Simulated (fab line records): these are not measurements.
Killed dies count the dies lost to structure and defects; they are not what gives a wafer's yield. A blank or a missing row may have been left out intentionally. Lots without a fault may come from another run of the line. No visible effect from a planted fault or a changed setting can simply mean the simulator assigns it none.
Which tool was responsible? / flow n5-finfet / 9 lots, 27 wafers sampled, at 6 steps of a route of 1938

## WHAT THE GAUGES SHOWED, per wafer
N5_BEOL_M0_RS_MEAS_126: uses a four-point probe to measure. Usual: M0_RS typically reads 0.536 ohm/sq, with standard deviation 0.018.
lot=L506; measured=day 6 16:58; on=film-metro-02; M0_RS (ohm/sq)=0.555 0.519 0.526; flag=
lot=L508; measured=day 6 18:44; on=film-metro-02; M0_RS (ohm/sq)=0.517 0.548 0.511; flag=
lot=L510; measured=day 7 00:58; on=film-metro-02; M0_RS (ohm/sq)=0.511 0.520 0.499; flag=
lot=L509; measured=day 7 01:50; on=film-metro-01; M0_RS (ohm/sq)=0.548 0.559 0.526; flag=
lot=L515; measured=day 8 03:49; on=film-metro-02; M0_RS (ohm/sq)=0.561 0.539 0.529; flag=
lot=L516; measured=day 8 07:22; on=film-metro-02; M0_RS (ohm/sq)=0.541 0.536 0.563; flag=
lot=L525; measured=day 10 17:25; on=film-metro-01; M0_RS (ohm/sq)=0.522 0.523 0.521; flag=
lot=L526; measured=day 10 23:14; on=film-metro-01; M0_RS (ohm/sq)=0.551 0.562 0.519; flag=
lot=L527; measured=day 11 07:23; on=film-metro-01; M0_RS (ohm/sq)=0.564 0.526 0.536; flag=

N5_BEOL_M1_INSPECT_13: inspects for defects (brightfield). Usual: raw-defect-count 402, standard deviation 81.
lot=L506; measured=day 6 17:53; on=defect-inspect-01; raw-defect-count=326 480 509; flag=
lot=L508; measured=day 6 19:34; on=defect-inspect-02; raw-defect-count=452 432 428; flag=
lot=L510; measured=day 7 01:53; on=defect-inspect-02; raw-defect-count=292 287 437; flag=
lot=L509; measured=day 7 02:33; on=defect-inspect-02; raw-defect-count=482 377 489; flag=
lot=L515; measured=day 8 04:49; on=defect-inspect-01; raw-defect-count=358 356 1429; flag=OFF
lot=L516; measured=day 8 08:13; on=defect-inspect-02; raw-defect-count=1642 425 1438; flag=OFF
lot=L525; measured=day 10 19:54; on=defect-inspect-02; raw-defect-count=360 380 339; flag=
lot=L526; measured=day 11 03:31; on=defect-inspect-01; raw-defect-count=349 337 367; flag=
lot=L527; measured=day 11 09:34; on=defect-inspect-01; raw-defect-count=423 437 292; flag=

N5_BEOL_M1_CD_MEAS_18: pitch 36 nm, target cd 18 nm. Usual: cd-nm 18.1 nm, standard deviation 0.34.
lot=L506; measured=day 6 20:17; on=cd-sem-03; cd-nm (nm)=18.2 18.4 18.5; flag=
lot=L508; measured=day 6 22:47; on=cd-sem-02; cd-nm (nm)=18.0 18.4 18.1; flag=
lot=L510; measured=day 7 02:52; on=cd-sem-02; cd-nm (nm)=18.2 18.2 18.0; flag=
lot=L509; measured=day 7 03:05; on=cd-sem-03; cd-nm (nm)=18.6 18.4 18.4; flag=
lot=L515; measured=day 8 05:22; on=cd-sem-02; cd-nm (nm)=18.4 17.2 18.0; flag=
lot=L516; measured=day 8 08:41; on=cd-sem-01; cd-nm (nm)=18.8 18.5 18.3; flag=
lot=L525; measured=day 10 20:25; on=cd-sem-03; cd-nm (nm)=18.8 18.3 17.8; flag=
lot=L526; measured=day 11 03:59; on=cd-sem-01; cd-nm (nm)=17.7 18.0 18.3; flag=
lot=L527; measured=day 11 10:17; on=cd-sem-01; cd-nm (nm)=17.8 17.8 17.7; flag=

N5_BEOL_M4_RC_MEAS_101. Usual: DIBL_N 36.0 mV/V, standard deviation 1.7; DIBL_P 36.2 mV/V, standard deviation 1.9; IOFF_N 0.154 nA/um, standard deviation 0.028; IOFF_P 0.21 nA/um, standard deviation 0.036; ION_N 675 uA/um, standard deviation 11; ION_P 463 uA/um, standard deviation 8.3; SS_N 71.4 mV/dec, standard deviation 0.63; SS_P 73.2 mV/dec, standard deviation 0.55; VT_N 250.2 mV, standard deviation 3; VT_P -251 mV, standard deviation 3.7.
lot=L506; measured=day 9 00:48; on=prober-02; DIBL_N (mV/V)=37.5 34.2 36.4; DIBL_P (mV/V)=37.4 33.4 35.8; IOFF_N (nA/um)=0.178 0.133 0.157; IOFF_P (nA/um)=0.29 0.23 0.26; ION_N (uA/um)=673 672 666; ION_P (uA/um)=469 475 468; SS_N (mV/dec)=71.7 70.0 71.2; SS_P (mV/dec)=73.6 73.3 73.5; VT_N (mV)=248.0 251.1 253.0; VT_P (mV)=-242 -245 -243; flag=
lot=L508; measured=day 13 19:13; on=prober-01; DIBL_N (mV/V)=34.5 36.8 37.0; DIBL_P (mV/V)=35.1 38.3 39.3; IOFF_N (nA/um)=0.143 0.181 0.202; IOFF_P (nA/um)=0.19 0.23 0.26; ION_N (uA/um)=664 683 688; ION_P (uA/um)=458 470 469; SS_N (mV/dec)=71.8 71.7 72.3; SS_P (mV/dec)=73.2 74.0 73.5; VT_N (mV)=250.0 249.0 244.7; VT_P (mV)=-254 -251 -247; flag=
lot=L510; measured=day 10 23:41; on=prober-02; DIBL_N (mV/V)=37.7 38.0 34.4; DIBL_P (mV/V)=38.6 38.8 34.9; IOFF_N (nA/um)=0.180 0.185 0.128; IOFF_P (nA/um)=0.23 0.23 0.17; ION_N (uA/um)=685 679 671; ION_P (uA/um)=477 467 462; SS_N (mV/dec)=71.5 72.4 71.1; SS_P (mV/dec)=73.7 73.4 72.3; VT_N (mV)=249.5 246.9 252.7; VT_P (mV)=-247 -248 -250; flag=
lot=L509; measured=day 11 04:26; on=prober-02; DIBL_N (mV/V)=32.7 35.9 36.7; DIBL_P (mV/V)=32.2 34.8 36.0; IOFF_N (nA/um)=0.103 0.140 0.152; IOFF_P (nA/um)=0.16 0.19 0.20; ION_N (uA/um)=668 672 678; ION_P (uA/um)=463 457 458; SS_N (mV/dec)=70.7 70.7 70.6; SS_P (mV/dec)=72.2 73.0 73.6; VT_N (mV)=255.7 251.5 250.0; VT_P (mV)=-256 -255 -251; flag=
lot=L515; measured=day 12 18:04; on=prober-02; DIBL_N (mV/V)=35.3 37.6 35.9; DIBL_P (mV/V)=34.8 36.5 35.5; IOFF_N (nA/um)=0.139 0.168 0.142; IOFF_P (nA/um)=0.19 0.21 0.19; ION_N (uA/um)=680 674 670; ION_P (uA/um)=463 459 453; SS_N (mV/dec)=71.2 72.3 71.2; SS_P (mV/dec)=73.5 73.3 73.5; VT_N (mV)=248.6 250.2 251.0; VT_P (mV)=-253 -250 -254; flag=
lot=L516; measured=day 13 03:38; on=prober-02; DIBL_N (mV/V)=38.4 36.0 37.1; DIBL_P (mV/V)=38.3 35.2 35.5; IOFF_N (nA/um)=0.186 0.135 0.162; IOFF_P (nA/um)=0.21 0.17 0.18; ION_N (uA/um)=689 667 677; ION_P (uA/um)=457 452 456; SS_N (mV/dec)=71.5 71.5 71.9; SS_P (mV/dec)=73.9 73.1 73.5; VT_N (mV)=247.5 250.2 250.1; VT_P (mV)=-252 -253 -255; flag=
lot=L525; measured=day 15 04:00; on=prober-01; DIBL_N (mV/V)=35.2 33.8 36.6; DIBL_P (mV/V)=32.4 32.5 35.7; IOFF_N (nA/um)=0.128 0.107 0.150; IOFF_P (nA/um)=0.17 0.17 0.22; ION_N (uA/um)=662 669 673; ION_P (uA/um)=459 462 466; SS_N (mV/dec)=70.8 70.2 71.1; SS_P (mV/dec)=72.1 72.8 72.9; VT_N (mV)=256.1 258.0 251.3; VT_P (mV)=-253 -255 -248; flag=
lot=L526; measured=day 15 06:22; on=prober-01; DIBL_N (mV/V)=35.8 36.0 39.1; DIBL_P (mV/V)=35.9 36.7 38.8; IOFF_N (nA/um)=0.150 0.158 0.214; IOFF_P (nA/um)=0.18 0.20 0.23; ION_N (uA/um)=663 665 697; ION_P (uA/um)=453 462 468; SS_N (mV/dec)=71.1 71.2 71.9; SS_P (mV/dec)=72.5 72.8 73.2; VT_N (mV)=251.4 247.5 244.7; VT_P (mV)=-251 -249 -251; flag=
lot=L527; measured=day 15 06:41; on=prober-02; DIBL_N (mV/V)=37.4 37.1 34.3; DIBL_P (mV/V)=39.0 37.7 34.6; IOFF_N (nA/um)=0.203 0.182 0.134; IOFF_P (nA/um)=0.29 0.27 0.21; ION_N (uA/um)=690 676 668; ION_P (uA/um)=476 471 466; SS_N (mV/dec)=71.6 71.2 70.7; SS_P (mV/dec)=74.1 73.0 72.8; VT_N (mV)=243.0 246.8 252.2; VT_P (mV)=-243 -244 -243; flag=

## TOOL THAT RAN EACH LOT (tool first, then ch and the chambers of the sampled wafers, then the start)
lot=L506; N5_BEOL_M1_PECVD_72=pecvd-01 ch 0,1, day 6 17:08; N5_BEOL_M1_HM_OPEN_17=rie-metal-02 ch 0,1, day 6 20:04
lot=L508; N5_BEOL_M1_PECVD_72=pecvd-01 ch 0,1,2, day 6 18:54; N5_BEOL_M1_HM_OPEN_17=rie-metal-01 ch 0,1, day 6 22:31
lot=L510; N5_BEOL_M1_PECVD_72=pecvd-03 ch 1,2, day 7 01:08; N5_BEOL_M1_HM_OPEN_17=rie-metal-03 ch 0,1, day 7 02:34
lot=L509; N5_BEOL_M1_PECVD_72=pecvd-03 ch 0,1,2, day 7 02:01; N5_BEOL_M1_HM_OPEN_17=rie-metal-02 ch 0,1, day 7 02:55
lot=L515; N5_BEOL_M1_PECVD_72=pecvd-03 ch 0,1,2, day 8 03:58; N5_BEOL_M1_HM_OPEN_17=rie-metal-03 ch 1, day 8 05:11
lot=L516; N5_BEOL_M1_PECVD_72=pecvd-03 ch 1,2, day 8 07:34; N5_BEOL_M1_HM_OPEN_17=rie-metal-01 ch 0,1, day 8 08:30
lot=L525; N5_BEOL_M1_PECVD_72=pecvd-01 ch 0,2, day 10 17:35; N5_BEOL_M1_HM_OPEN_17=rie-metal-02 ch 0,1, day 10 20:13
lot=L526; N5_BEOL_M1_PECVD_72=pecvd-01 ch 1,2, day 10 23:24; N5_BEOL_M1_HM_OPEN_17=rie-metal-02 ch 0,1, day 11 03:48
lot=L527; N5_BEOL_M1_PECVD_72=pecvd-03 ch 0,2, day 11 07:32; N5_BEOL_M1_HM_OPEN_17=rie-metal-03 ch 0,1, day 11 10:05
- N5_BEOL_M1_PECVD_72: deposits SiO2 from TEOS/O2, target thk 16 nm, time 18 s.
- N5_BEOL_M1_HM_OPEN_17: chemistry Cl2/BCl3, target TiN, target depth 20 nm, overetch 6 nm.

## WHAT THE TOOLS THEMSELVES READ (means of the sampled wafers that have a number; where no wafer has one, the mark that the record gives instead)
N5_BEOL_M1_PECVD_72. Usual: heater-power-w 736 W, standard deviation 78; showerhead-plenum-p-Torr 8.78 Torr, standard deviation 0.046; showerhead-vpp-V 1302 V, standard deviation 62; throttle-valve-pct 22.1 %, standard deviation 1.
lot=L506; tool=pecvd-01; heater-power-w (W)=807; showerhead-plenum-p-Torr (Torr)=8.78; showerhead-vpp-V (V)=1248; throttle-valve-pct (%)=20.8; flag=
lot=L508; tool=pecvd-01; heater-power-w (W)=741; showerhead-plenum-p-Torr (Torr)=8.75; showerhead-vpp-V (V)=1296; throttle-valve-pct (%)=21.4; flag=
lot=L510; tool=pecvd-03; heater-power-w (W)=691; showerhead-plenum-p-Torr (Torr)=8.83; showerhead-vpp-V (V)=1317; throttle-valve-pct (%)=22.4; flag=
lot=L509; tool=pecvd-03; heater-power-w (W)=701; showerhead-plenum-p-Torr (Torr)=8.79; showerhead-vpp-V (V)=1298; throttle-valve-pct (%)=22.3; flag=
lot=L515; tool=pecvd-03; heater-power-w (W)=637; showerhead-plenum-p-Torr (Torr)=8.80; showerhead-vpp-V (V)=1297; throttle-valve-pct (%)=22.4; flag=
lot=L516; tool=pecvd-03; heater-power-w (W)=720; showerhead-plenum-p-Torr (Torr)=8.80; showerhead-vpp-V (V)=1326; throttle-valve-pct (%)=22.4; flag=
lot=L525; tool=pecvd-01; heater-power-w (W)=727; showerhead-plenum-p-Torr (Torr)=8.75; showerhead-vpp-V (V)=1324; throttle-valve-pct (%)=22.2; flag=
lot=L526; tool=pecvd-01; heater-power-w (W)=762; showerhead-plenum-p-Torr (Torr)=8.78; showerhead-vpp-V (V)=1244; throttle-valve-pct (%)=20.7; flag=
lot=L527; tool=pecvd-03; heater-power-w (W)=624; showerhead-plenum-p-Torr (Torr)=8.76; showerhead-vpp-V (V)=1280; throttle-valve-pct (%)=22.0; flag=

N5_BEOL_M1_HM_OPEN_17. Usual: drypump-motor-current-A 5.8 A, standard deviation 0.39; oes-product-au 0.67 a.u., standard deviation 0.066; throttle-valve-pct 22.16 %, standard deviation 0.28.
lot=L506; tool=rie-metal-02; drypump-motor-current-A (A)=5.3; oes-product-au (a.u.)=0.75; throttle-valve-pct (%)=21.88; flag=
lot=L508; tool=rie-metal-01; drypump-motor-current-A (A)=5.9; oes-product-au (a.u.)=0.67; throttle-valve-pct (%)=22.21; flag=
lot=L510; tool=rie-metal-03; drypump-motor-current-A (A)=6.1; oes-product-au (a.u.)=0.62; throttle-valve-pct (%)=22.18; flag=
lot=L509; tool=rie-metal-02; drypump-motor-current-A (A)=5.3; oes-product-au (a.u.)=0.74; throttle-valve-pct (%)=21.89; flag=
lot=L515; tool=rie-metal-03; drypump-motor-current-A (A)=6.0; oes-product-au (a.u.)=0.54; throttle-valve-pct (%)=22.23; flag=
lot=L516; tool=rie-metal-01; drypump-motor-current-A (A)=5.9; oes-product-au (a.u.)=0.66; throttle-valve-pct (%)=22.20; flag=
lot=L525; tool=rie-metal-02; drypump-motor-current-A (A)=5.3; oes-product-au (a.u.)=0.72; throttle-valve-pct (%)=21.91; flag=
lot=L526; tool=rie-metal-02; drypump-motor-current-A (A)=5.6; oes-product-au (a.u.)=0.72; throttle-valve-pct (%)=22.08; flag=
lot=L527; tool=rie-metal-03; drypump-motor-current-A (A)=6.2; oes-product-au (a.u.)=0.64; throttle-valve-pct (%)=22.18; flag=

## THE ANSWER, worked out from the rows above alone
Rule: lot off if the mean of its wafers having a number is beyond 3 standard deviations from the usual mean. Also off: a lot with no number at a reading for which 4 or more lots have one. Any other lot the step has rows for is counted as sound. After the gauges, taken in route order, come the tools' own readings; for these a lot's mean is taken, as printed above. At the first step where some lot is off, the reading lying furthest off is the one used; lots without a number count as furthest.
Off, at N5_BEOL_M1_INSPECT_13 on raw-defect-count: L515, L516.
A tool fits if, at a process step before that reading, it ran every lot that is off, and no sound lot after the first of them. The gauges at N5_BEOL_M1_INSPECT_13 are tried like those tools. Not one of the candidates tried fits.

## WHAT THE SIMULATOR PUT IN
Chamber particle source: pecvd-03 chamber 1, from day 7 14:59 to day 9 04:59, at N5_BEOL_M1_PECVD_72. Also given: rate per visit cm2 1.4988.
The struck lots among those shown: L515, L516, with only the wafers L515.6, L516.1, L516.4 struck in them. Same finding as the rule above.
